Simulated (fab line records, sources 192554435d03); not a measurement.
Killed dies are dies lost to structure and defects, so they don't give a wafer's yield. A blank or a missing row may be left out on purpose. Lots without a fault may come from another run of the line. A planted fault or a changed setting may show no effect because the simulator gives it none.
fab line records | flow n5_finfet
record lots=7 wafers=39
route steps=1938 shown PMOS_HMC_CHANNEL_EPI@64 DUMMY_GATE@234 SD_EPI_N@273 HKMG_FIN@444 BEOL_M0_SAQP@672 BEOL_M3@1004 BEOL_M4@1084 BEOL_M6@1239 BEOL_M8@1368 BEOL_M12@1602 MIM_BOT@1833 PASSIVATION@1930
start_h: hours from the record's first day to the start of the lot's first wafer shown | wait_h: hours since the lot's step before | " the same as in the row above | L1.1+2: a row that stands for several wafers | - no value, or no start given | * or withheld: withheld | < > ~ a bound
route shown NAME@n: a module of which the file shows steps, and the number in the route of the first | usual: mean/standard deviation of fault-free wafers | same: alike in all rows | chamber/n: place in a boat | sites: the reading at each site | _std_site: their standard deviation | _edge_site: outer sites' mean less inner sites' | radius_mm: how far each site lies from the wafer's centre | mask NAME#n: copy n | behind: the tool/chamber that last shaped the wafer | hold: why the lot was held/for how many hours/how that ended | device: the transistor (n, p or np) that didn't switch | end of line: the same wafers' tests at the end of the route | a step without rows: its recipe alone | killed: dies lost to structure and defects at the first sort, not the wafer's yield | map: a wafer's dies, x killed, . not, _ none there
set.NAME: the setting as run; set.NAME@STEP: as run at that earlier step | model.NAME: the simulator's own value behind a step, which no gauge read
lots whose settings were changed on purpose; a table a step, a row a wafer
## steps
# step N5_PMOS_HMC_CHANNEL_EPI_DEVELOP_08
# recipe develop_time_s=30 developer=TMAH resist=CAR-ArF-block dev_temp_c=23 rinse_liquid=diw dry=air_spin
# step N5_DUMMY_GATE_DESCUM_20
# recipe chemistry=O2 time_s=6.2 source_power_w=50 bias_power_w=20 pressure_mtorr=20 rf_frequency_hz=2.712e+07 temp_c=40 resist=CAR-EUV o2_flow_sccm=225
# step N5_SD_EPI_N_DESCUM_14
# recipe chemistry=O2 time_s=7.9 source_power_w=50 bias_power_w=20 pressure_mtorr=20 rf_frequency_hz=2.712e+07 temp_c=40 resist=CAR-ArF-block o2_flow_sccm=225
# step N5_HKMG_FIN_ETCH_86
# recipe chemistry=N2/H2 target=SOC target_depth_a=3932 stop_on=TiN ion_energy_ev=100 bias_w=61 pressure_mtorr=30 source_w=850 n2_flow_sccm=200 h2_flow_sccm=200
# step N5_BEOL_M0_SAQP_ETCH_106
# recipe chemistry=N2/H2 target=SOC target_depth_a=1500 stop_on=SiNx ion_energy_ev=100 bias_w=61 pressure_mtorr=30 source_w=850 n2_flow_sccm=200 h2_flow_sccm=200
# step N5_BEOL_M3_SPUTTER_90
# recipe material=Cu target_thk_a=45 temp_c=-20 chamber_pressure_pa=0.07 power_w=withheld time_s=8.29
# step N5_BEOL_M4_SPUTTER_48
# step N5_BEOL_M6_TRENCH_ETCH_37
# recipe chemistry=C4F6/O2 target_depth_a=944.35 target=SiCOH_lowk time_s=31.5 ion_energy_ev=250 pressure_mtorr=30 source_w=345 bias_w=185 Ar_flow_sccm=300 C4F6_flow_sccm=10 O2_flow_sccm=10
# step N5_BEOL_M8_DESCUM_33
# recipe chemistry=O2 time_s=7 source_power_w=50 bias_power_w=20 pressure_mtorr=20 rf_frequency_hz=2.712e+07 temp_c=40 resist=CAR-EUV o2_flow_sccm=225
# step N5_BEOL_M12_ILD_DEP_00
# recipe material=SiOC target_thk_a=6589.2 temp_c=350 precursor=DEMS/O2 pressure_torr=5 rf_w=500 time_s=130.7
# step N5_BEOL_M12_ETCH_68
# recipe chemistry=N2/H2 target=SOC mask_material=SiARC source_w=3000 bias_w=350 temp_c=40 time_s=285 ion_energy_ev=200 pressure_mtorr=30 n2_flow_sccm=200 h2_flow_sccm=200
# step N5_MIM_BOT_SPUTTER_00
# recipe material=TiN target_thk_a=350 temp_c=200 power_w=3000 chamber_pressure_pa=0.49996 gas=Ar reactive_partial_pa=0.37997 time_s=89.7
# step N5_PASSIVATION_ETCH_54
# recipe chemistry=CHF3/O2 target=SiO2 target_depth_a=8800 CHF3_flow_sccm=50 O2_flow_sccm=5 Ar_flow_sccm=200 time_s=440 mask_material=PR pressure_mtorr=30 source_w=650 bias_w=170 ion_energy_ev=200
# step N5_PASSIVATION_PROBE_49
# usual killed_at_front_end=40/11
# columns lot.wafer tool chamber start_h wait_h set.develop_time_s@PMOS_HMC_CHANNEL_EPI_DEVELOP_08 set.time_s@DUMMY_GATE_DESCUM_20 set.time_s@SD_EPI_N_DESCUM_14 set.target_depth_a@HKMG_FIN_ETCH_86 set.target_depth_a@BEOL_M0_SAQP_ETCH_106 set.time_s@BEOL_M3_SPUTTER_90 set.time_s@BEOL_M4_SPUTTER_48 set.target_depth_a@BEOL_M6_TRENCH_ETCH_37 set.time_s@BEOL_M8_DESCUM_33 set.time_s@BEOL_M12_ILD_DEP_00 set.target_depth_a@BEOL_M12_ETCH_68 set.target_thk_a@MIM_BOT_SPUTTER_00 set.target_depth_a@PASSIVATION_ETCH_54 killed_at_front_end
L078.1 prober-01 - 299.41 0.0 36.6 6.2 7.9 3932 1500 6.136 12.51 944.35 8.105 130.7 2483 477.6 8800 30
L078.2 prober-01 - 299.46 0.1 30 6.2 10.34 3932 1172 6.136 12.51 944.35 7 56.65 2483 350 8800 27
L078.3 prober-01 - 299.51 0.1 36.6 6.2 10.34 3932 1172 8.29 8.29 1268 8.105 56.65 5700 350 8800 39
L078.4 prober-01 - 299.56 0.2 30 6.2 7.9 3932 1172 8.29 12.51 1268 8.105 130.7 5700 350 8800 25
L078.5 prober-01 - 299.61 0.2 36.6 6.2 7.9 3932 1500 6.136 8.29 1268 7 130.7 2483 477.6 8800 26
L078.6 prober-01 - 299.66 0.3 30 6.2 10.34 3932 1500 8.29 8.29 944.35 7 56.65 5700 477.6 8800 36
L079.1 prober-01 - 311.91 0.0 13.18 6.2 7.9 4666 1500 10.56 3.852 944.35 7 130.7 5700 350 6104 1089
L079.2 prober-01 - 311.96 0.1 30 6.2 7.9 3932 2239 8.29 8.29 944.35 7 130.7 3287 350 6104 50
L079.3 prober-01 - 312.01 0.1 30 6.2 3.167 4666 2239 10.56 8.29 1463 7 130.7 3287 350 8800 1105
L079.4 prober-01 - 312.06 0.2 13.18 6.2 3.167 4666 2239 8.29 3.852 944.35 9.344 130.7 5700 350 8800 1095
L079.5 prober-01 - 312.11 0.2 13.18 6.2 3.167 3932 1500 8.29 8.29 1463 9.344 130.7 5700 350 8800 18
L079.6 prober-01 - 312.16 0.3 30 6.2 7.9 3932 1500 10.56 3.852 1463 9.344 130.7 3287 350 6104 43
L081.1 prober-01 - 316.66 0.0 35.62 6.2 7.9 3932 816.9 5.015 3.392 1291 7 130.7 5700 350 8800 38
L081.2 prober-01 - 316.71 0.1 30 6.2 10.75 3932 816.9 8.29 3.392 1291 3.683 130.7 7179 350 8800 33
L081.3 prober-01 - 316.76 0.1 30 6.2 7.9 3932 1500 8.29 8.29 1291 7 130.7 7179 200.7 8800 54
L081.4 prober-01 - 316.81 0.2 35.62 6.2 7.9 5285 1500 5.015 3.392 944.35 7 130.7 5700 200.7 8800 1112
L081.5 prober-01 - 316.86 0.2 35.62 6.2 10.75 5285 1500 5.015 8.29 944.35 3.683 130.7 7179 200.7 8800 1098
L081.6 prober-01 - 316.91 0.3 30 6.2 10.75 5285 816.9 8.29 8.29 944.35 3.683 130.7 5700 350 8800 1092
L082.1 prober-02 - 319.35 0.0 30 4.235 10.29 5200 1500 5.938 8.29 944.35 7 207.3 7230 350 5184 1111
L082.2 prober-02 - 319.40 0.1 17.65 4.235 10.29 3932 1939 8.29 11.09 1350 4.302 207.3 5700 350 5184 57
L082.3 prober-02 - 319.45 0.1 17.65 6.2 7.9 3932 1500 8.29 11.09 944.35 4.302 130.7 7230 350 8800 46
L082.4 prober-02 - 319.50 0.2 30 4.235 7.9 3932 1500 5.938 8.29 1350 4.302 130.7 7230 350 8800 71
L082.5 prober-02 - 319.55 0.2 17.65 6.2 7.9 5200 1939 8.29 8.29 944.35 7 130.7 5700 350 5184 1146
L082.6 prober-02 - 319.60 0.3 30 6.2 10.29 5200 1939 5.938 11.09 1350 7 207.3 5700 350 8800 1127
L085.1 prober-01 - 358.54 0.7 30 6.2 6.669 3932 1500 10.22 8.29 1094 5.05 130.7 5700 532.6 6676 51
L085.2 prober-01 - 358.59 0.8 30 7.531 6.669 4906 2392 8.29 8.29 944.35 7 130.7 8715 350 6676 1127
L085.3 prober-01 - 358.64 0.8 42.73 7.531 6.669 3932 2392 10.22 8.29 944.35 7 130.7 5700 350 6676 82
L085.4 prober-01 - 358.69 0.9 30 7.531 7.9 3932 1500 8.29 5.648 944.35 5.05 130.7 5700 532.6 8800 39
L085.5 prober-01 - 358.74 0.9 42.73 6.2 7.9 4906 2392 10.22 5.648 1094 7 130.7 8715 532.6 8800 1120
L085.6 prober-01 - 358.79 1.0 42.73 6.2 7.9 4906 1500 8.29 5.648 1094 5.05 130.7 8715 350 8800 1132
L084.1 prober-01 - 364.47 0.0 30 7.144 7.9 1735 1500 8.29 8.29 944.35 10.57 130.7 5700 350 11570 54
L084.2 prober-01 - 364.52 0.1 30 7.144 7.9 3932 1500 8.29 10.59 944.35 7 176.5 3255 350 8800 40
L084.3 prober-01 - 364.57 0.1 30 6.2 7.9 3932 1737 8.29 8.29 944.35 7 130.7 3255 516.6 11570 46
L084.4 prober-01 - 364.62 0.2 30 6.2 3.538 1735 1500 8.29 10.59 944.35 7 176.5 5700 350 11570 52
L084.5 prober-01 - 364.67 0.2 30 7.144 3.538 1735 1737 8.29 8.29 944.35 10.57 176.5 5700 516.6 8800 43
L084.6 prober-01 - 364.72 0.3 30 6.2 3.538 3932 1737 8.29 10.59 944.35 10.57 130.7 3255 516.6 8800 59
L093.3 prober-01 - 395.10 0.1 30 6.2 7.9 3932 1500 8.29 8.29 944.35 7 130.7 5700 350 8800 40
L093.4 prober-01 - 395.15 0.2 30 6.2 7.9 3932 1500 8.29 8.29 944.35 7 130.7 5700 350 8800 48
L093.5 prober-01 - 395.20 0.2 30 6.2 7.9 3932 1500 8.29 8.29 944.35 7 130.7 5700 350 8800 21
# killed by level:class
L078.1 MIM_BOT:area_sputter=1076 BEOL_M4:geometric_particle:open=12 BEOL_M0_SAQP:geometric_particle:short=9 BEOL_M0_SAQP:geometric_particle:open=9 STI_FIN_REVEAL:geometric_particle:open=7 BEOL_M0:geometric_particle:open=6 BEOL_M3:geometric_particle:open=5 FIN_SAQP:geometric_particle:open=4
L078.2 BEOL_M12:area_dep=1075 BEOL_M0_SAQP:geometric_particle:open=12 STI_FIN_REVEAL:geometric_particle:open=10 BEOL_M0_SAQP:geometric_particle:short=10 BEOL_M1:geometric_particle:open=9 BEOL_M2:geometric_particle:open=8 FIN_SAQP:geometric_particle:open=6 BEOL_M4:geometric_particle:open=6
L078.3 BEOL_M12:area_dep=1054 STI_FIN_REVEAL:geometric_particle:open=13 BEOL_M4:geometric_particle:open=8 BEOL_M0_SAQP:geometric_particle:open=8 BEOL_M0_SAQP:geometric_particle:short=8 MOL_CONTACT_COAG:geometric_particle:open=7 BEOL_M3:geometric_particle:open=7 STARTING-WAFER:geometric_particle:short=6
L078.4 BEOL_M4:geometric_particle:open=15 BEOL_M3:geometric_particle:open=7 BEOL_M0_SAQP:geometric_particle:short=6 STARTING-WAFER:geometric_particle:short=6 GATE_CUT:geometric_particle:short=4 BEOL_M6:geometric_particle:open=4 STI_FIN_REVEAL:geometric_particle:open=3 BEOL_M4:geometric_particle:short=3
L078.5 MIM_BOT:area_sputter=1067 BEOL_M3:geometric_particle:open=12 BEOL_M0_SAQP:geometric_particle:short=10 BEOL_M4:geometric_particle:open=10 BEOL_M0:geometric_particle:open=7 STI_FIN_REVEAL:geometric_particle:open=6 DUMMY_GATE:geometric_particle:open=6 BEOL_M0_SAQP:geometric_particle:open=5
L078.6 BEOL_M12:area_dep=1083 BEOL_M4:geometric_particle:open=18 STI_FIN_REVEAL:geometric_particle:open=14 FIN_SAQP:geometric_particle:open=5 BEOL_M0_SAQP:geometric_particle:short=5 BEOL_M0_SAQP:geometric_particle:open=5 BEOL_M1:geometric_particle:open=5 BEOL_M4:geometric_particle:short=5
L079.1 HKMG_FIN:area_etch=1050 MOL_CONTACT_COAG:geometric_particle:open=19 STI_FIN_REVEAL:geometric_particle:open=16 BEOL_M0_SAQP:geometric_particle:open=11 MOL_CONTACT_COAG:geometric_particle:short=9 BEOL_M1:geometric_particle:open=9 BEOL_M0_SAQP:geometric_particle:short=6 FIN_CUT:geometric_particle:short=4
L079.2 PASSIVATION:area_etch=1077 STI_FIN_REVEAL:geometric_particle:open=13 MOL_CONTACT_COAG:geometric_particle:open=12 BEOL_M0_SAQP:geometric_particle:open=8 STI_FIN_REVEAL:geometric_particle:short=6 FIN_SAQP:geometric_particle:open=5 FIN_SAQP:geometric_particle:short=5 BEOL_M2:geometric_particle:open=5
L079.3 HKMG_FIN:area_etch=1075 MOL_CONTACT_COAG:geometric_particle:open=16 BEOL_M0_SAQP:geometric_particle:short=12 BEOL_M0_SAQP:geometric_particle:open=8 BEOL_M3:geometric_particle:open=7 GATE_CUT:geometric_particle:short=7 STI_FIN_REVEAL:geometric_particle:open=6 BEOL_M2:geometric_particle:open=5
L079.4 HKMG_FIN:area_etch=1068 MOL_CONTACT_COAG:geometric_particle:open=18 BEOL_M0_SAQP:geometric_particle:open=16 BEOL_M0_SAQP:geometric_particle:short=12 STI_FIN_REVEAL:geometric_particle:open=6 GATE_CUT:geometric_particle:short=5 BEOL_M4:geometric_particle:open=5 MOL_CONTACT_COAG:geometric_particle:short=4
L079.5 BEOL_M6:area_etch=418 MOL_CONTACT_COAG:geometric_particle:open=13 BEOL_M0_SAQP:geometric_particle:open=12 BEOL_M3:geometric_particle:open=7 BEOL_M0:geometric_particle:open=6 BEOL_M0_SAQP:geometric_particle:short=5 BEOL_M3:geometric_particle:short=4 STI_FIN_REVEAL:geometric_particle:open=3
L079.6 PASSIVATION:area_etch=1071 MOL_CONTACT_COAG:geometric_particle:open=15 DUMMY_GATE:geometric_particle:open=7 BEOL_M6:area_etch=7 BEOL_M0_SAQP:geometric_particle:short=6 FIN_SAQP:geometric_particle:open=5 FIN_SAQP:geometric_particle:short=5 MOL_CONTACT_COAG:geometric_particle:short=5
L081.1 STI_FIN_REVEAL:geometric_particle:open=12 BEOL_M0_SAQP:geometric_particle:short=11 FIN_SAQP:geometric_particle:open=7 DUMMY_GATE:geometric_particle:open=6 MOL_CONTACT_COAG:geometric_particle:open=6 MOL_CONTACT_COAG:geometric_particle:short=6 ILD0:geometric_particle:open=5 BEOL_M2:geometric_particle:open=5
L081.2 MOL_CONTACT_COAG:geometric_particle:open=11 BEOL_M0_SAQP:geometric_particle:short=10 FIN_SAQP:geometric_particle:open=7 BEOL_M4:geometric_particle:short=6 BEOL_M1:geometric_particle:open=5 BEOL_M2:geometric_particle:open=5 BEOL_M7:geometric_particle:open=5 FIN_SAQP:geometric_particle:short=4
L081.3 MOL_CONTACT_COAG:geometric_particle:open=14 DUMMY_GATE:geometric_particle:open=12 BEOL_M0_SAQP:geometric_particle:open=12 FIN_SAQP:geometric_particle:short=9 STI_FIN_REVEAL:geometric_particle:open=9 BEOL_M0_SAQP:geometric_particle:short=8 BEOL_M4:geometric_particle:open=7 BEOL_M1:geometric_particle:open=6
L081.4 HKMG_FIN:area_etch=1084 MOL_CONTACT_COAG:geometric_particle:open=15 STI_FIN_REVEAL:geometric_particle:open=10 BEOL_M4:geometric_particle:short=7 BEOL_M1:geometric_particle:open=5 BEOL_M2:geometric_particle:open=5 BEOL_M0_SAQP:geometric_particle:short=4 MIM_TOP_ETCH:geometric_particle:open=4
L081.5 HKMG_FIN:area_etch=1062 MOL_CONTACT_COAG:geometric_particle:open=27 FIN_SAQP:geometric_particle:open=10 BEOL_M1:geometric_particle:open=9 FIN_SAQP:geometric_particle:short=8 BEOL_M4:geometric_particle:short=8 BEOL_M4:geometric_particle:open=7 BEOL_M2:geometric_particle:open=6
L081.6 HKMG_FIN:area_etch=1061 MOL_CONTACT_COAG:geometric_particle:open=17 BEOL_M1:geometric_particle:open=15 BEOL_M0_SAQP:geometric_particle:short=9 BEOL_M4:geometric_particle:open=8 STI_FIN_REVEAL:geometric_particle:open=7 BEOL_M3:geometric_particle:open=7 BEOL_M2:geometric_particle:open=6
L082.1 HKMG_FIN:area_etch=1080 MOL_CONTACT_COAG:geometric_particle:open=21 BEOL_M2:geometric_particle:open=14 FIN_SAQP:geometric_particle:open=7 FIN_SAQP:geometric_particle:short=6 MOL_CONTACT_COAG:geometric_particle:short=5 BEOL_M0_SAQP:geometric_particle:short=5 STI_FIN_REVEAL:geometric_particle:short=3
L082.2 PASSIVATION:area_etch=1071 FIN_SAQP:geometric_particle:open=23 FIN_SAQP:geometric_particle:short=12 MOL_CONTACT_COAG:geometric_particle:open=9 STI_FIN_REVEAL:geometric_particle:open=7 GATE_CUT:geometric_particle:short=5 BEOL_M0_SAQP:geometric_particle:open=5 BEOL_M0_SAQP:geometric_particle:short=5
L082.3 FIN_SAQP:geometric_particle:short=16 BEOL_M0_SAQP:geometric_particle:open=12 BEOL_M3:geometric_particle:open=12 FIN_SAQP:geometric_particle:open=10 MOL_CONTACT_COAG:geometric_particle:open=9 STI_FIN_REVEAL:geometric_particle:open=8 BEOL_M2:geometric_particle:open=7 BEOL_M7:geometric_particle:open=5
L082.4 FIN_SAQP:geometric_particle:short=24 FIN_SAQP:geometric_particle:open=21 MOL_CONTACT_COAG:geometric_particle:open=13 STI_FIN_REVEAL:geometric_particle:open=12 BEOL_M0_SAQP:geometric_particle:open=10 BEOL_M0_SAQP:geometric_particle:short=10 BEOL_M3:geometric_particle:open=8 BEOL_M2:geometric_particle:open=7
L082.5 HKMG_FIN:area_etch=1094 FIN_SAQP:geometric_particle:open=17 MOL_CONTACT_COAG:geometric_particle:open=11 STI_FIN_REVEAL:geometric_particle:open=8 GATE_CUT:geometric_particle:short=8 FIN_SAQP:geometric_particle:short=6 GATE_CUT:geometric_particle:open=3 BEOL_M0_SAQP:geometric_particle:short=3
L082.6 HKMG_FIN:area_etch=1074 FIN_SAQP:geometric_particle:open=17 BEOL_M4:geometric_particle:open=14 FIN_SAQP:geometric_particle:short=10 BEOL_M2:geometric_particle:open=7 GATE_CUT:geometric_particle:open=6 STI_FIN_REVEAL:geometric_particle:open=6 MOL_CONTACT_COAG:geometric_particle:open=5
L085.1 MIM_BOT:area_sputter=1060 MOL_CONTACT_COAG:geometric_particle:open=17 STI_FIN_REVEAL:geometric_particle:open=15 GATE_CUT:geometric_particle:open=10 BEOL_M1:geometric_particle:open=8 STI_FIN_REVEAL:geometric_particle:short=7 BEOL_M4:geometric_particle:open=7 GATE_CUT:geometric_particle:short=6
L085.2 HKMG_FIN:area_etch=1085 MOL_CONTACT_COAG:geometric_particle:open=14 FIN_SAQP:geometric_particle:short=10 FIN_SAQP:geometric_particle:open=8 BEOL_M1:geometric_particle:open=7 BEOL_M2:geometric_particle:open=7 GATE_CUT:geometric_particle:short=6 BEOL_M4:geometric_particle:open=6
L085.3 PASSIVATION:area_etch=1040 STI_FIN_REVEAL:geometric_particle:open=31 MOL_CONTACT_COAG:geometric_particle:open=14 BEOL_M3:geometric_particle:open=11 FIN_SAQP:geometric_particle:short=7 MOL_CONTACT_COAG:geometric_particle:short=7 DUMMY_GATE:geometric_particle:open=6 GATE_CUT:geometric_particle:short=6
L085.4 MIM_BOT:area_sputter=1084 MOL_CONTACT_COAG:geometric_particle:open=20 GATE_CUT:geometric_particle:short=13 STI_FIN_REVEAL:geometric_particle:open=9 BEOL_M2:geometric_particle:open=8 BEOL_M1:geometric_particle:open=5 FIN_SAQP:geometric_particle:open=4 MOL_CONTACT_COAG:geometric_particle:short=3
L085.5 HKMG_FIN:area_etch=1076 STI_FIN_REVEAL:geometric_particle:open=19 MOL_CONTACT_COAG:geometric_particle:open=9 BEOL_M0_SAQP:geometric_particle:open=8 FIN_SAQP:geometric_particle:open=7 BEOL_M0_SAQP:geometric_particle:short=6 BEOL_M4:geometric_particle:open=5 GATE_CUT:geometric_particle:open=5
L085.6 HKMG_FIN:area_etch=1077 STI_FIN_REVEAL:geometric_particle:open=21 MOL_CONTACT_COAG:geometric_particle:open=9 BEOL_M3:geometric_particle:open=8 DUMMY_GATE:geometric_particle:open=6 BEOL_M4:geometric_particle:open=6 FIN_SAQP:geometric_particle:short=4 STI_FIN_REVEAL:geometric_particle:short=4
L084.1 STI_FIN_REVEAL:geometric_particle:open=18 FIN_SAQP:geometric_particle:open=12 BEOL_M0_SAQP:geometric_particle:short=8 BEOL_M2:geometric_particle:open=7 MOL_CONTACT_COAG:geometric_particle:open=6 BEOL_M3:geometric_particle:open=6 DUMMY_GATE:geometric_particle:open=5 MOL_CONTACT_COAG:geometric_particle:short=5
L084.2 MOL_CONTACT_COAG:geometric_particle:open=22 FIN_SAQP:geometric_particle:short=12 BEOL_M4:geometric_particle:open=12 STI_FIN_REVEAL:geometric_particle:open=9 FIN_SAQP:geometric_particle:open=7 BEOL_M1:geometric_particle:open=6 BEOL_M3:geometric_particle:open=5 BEOL_M6:geometric_particle:open=5
L084.3 MIM_BOT:area_sputter=1072 MOL_CONTACT_COAG:geometric_particle:open=16 STI_FIN_REVEAL:geometric_particle:open=11 BEOL_M1:geometric_particle:open=9 FIN_SAQP:geometric_particle:open=8 DUMMY_GATE:geometric_particle:open=6 BEOL_M0_SAQP:geometric_particle:short=5 FIN_SAQP:geometric_particle:short=4
L084.4 FIN_SAQP:geometric_particle:open=17 MOL_CONTACT_COAG:geometric_particle:open=13 STI_FIN_REVEAL:geometric_particle:open=12 FIN_SAQP:geometric_particle:short=10 BEOL_M1:geometric_particle:open=6 BEOL_M5:geometric_particle:open=6 BEOL_M0_SAQP:geometric_particle:open=5 BEOL_M2:geometric_particle:open=5
L084.5 MIM_BOT:area_sputter=1054 MOL_CONTACT_COAG:geometric_particle:open=24 STI_FIN_REVEAL:geometric_particle:open=18 BEOL_M0_SAQP:geometric_particle:open=11 FIN_SAQP:geometric_particle:open=7 BEOL_M1:geometric_particle:open=5 BEOL_M0:geometric_particle:open=5 FIN_SAQP:geometric_particle:short=4
L084.6 MIM_BOT:area_sputter=1069 FIN_SAQP:geometric_particle:open=12 STI_FIN_REVEAL:geometric_particle:open=12 FIN_SAQP:geometric_particle:short=10 MOL_CONTACT_COAG:geometric_particle:open=10 BEOL_M1:geometric_particle:open=10 GATE_CUT:geometric_particle:short=7 BEOL_M2:geometric_particle:open=6
L093.3 FIN_SAQP:geometric_particle:open=10 MOL_CONTACT_COAG:geometric_particle:open=10 GATE_CUT:geometric_particle:open=9 FIN_SAQP:geometric_particle:short=5 BEOL_M0_SAQP:geometric_particle:open=5 BEOL_M2:geometric_particle:open=4 STI_FIN_REVEAL:geometric_particle:open=3 DUMMY_GATE:geometric_particle:open=3
L093.4 MOL_CONTACT_COAG:geometric_particle:open=19 BEOL_M2:geometric_particle:open=11 ILD0:geometric_particle:open=7 BEOL_M1:geometric_particle:open=7 FIN_SAQP:geometric_particle:short=6 DUMMY_GATE:geometric_particle:open=6 ILD0:geometric_particle:short=6 BEOL_M4:geometric_particle:open=5
L093.5 MOL_CONTACT_COAG:geometric_particle:open=14 BEOL_M0_SAQP:geometric_particle:open=9 BEOL_M0_SAQP:geometric_particle:short=6 PASS1_CAP:geometric_particle:open=5 PASS1_CAP:geometric_particle:short=5 DUMMY_GATE:geometric_particle:open=4 ILD0:geometric_particle:open=4 BEOL_M4:geometric_particle:open=4
## key
split step=N5_PMOS_HMC_CHANNEL_EPI_DEVELOP_08 setting=develop_time_s stated_as=30
response none clear
split step=N5_DUMMY_GATE_DESCUM_20 setting=time_s stated_as=6.2
response none clear
split step=N5_SD_EPI_N_DESCUM_14 setting=time_s stated_as=7.9
response none clear
split step=N5_HKMG_FIN_ETCH_86 setting=target_depth_a stated_as=3932
response step=N5_PASSIVATION_PROBE_49 reading=killed_at_front_end slope=+18.7 per=1% together_with=all explained=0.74
split step=N5_BEOL_M0_SAQP_ETCH_106 setting=target_depth_a stated_as=1500
response none clear
split step=N5_BEOL_M3_SPUTTER_90 setting=time_s stated_as=8.29
response none clear
split step=N5_BEOL_M4_SPUTTER_48 setting=time_s stated_as=8.29
response none clear
split step=N5_BEOL_M6_TRENCH_ETCH_37 setting=target_depth_a stated_as=944.35
response none clear
split step=N5_BEOL_M8_DESCUM_33 setting=time_s stated_as=7
response none clear
split step=N5_BEOL_M12_ILD_DEP_00 setting=time_s stated_as=130.7
response none clear
split step=N5_BEOL_M12_ETCH_68 setting=target_depth_a stated_as=5700
response none clear
split step=N5_MIM_BOT_SPUTTER_00 setting=target_thk_a stated_as=350
response none clear
split step=N5_PASSIVATION_ETCH_54 setting=target_depth_a stated_as=8800
response none clear
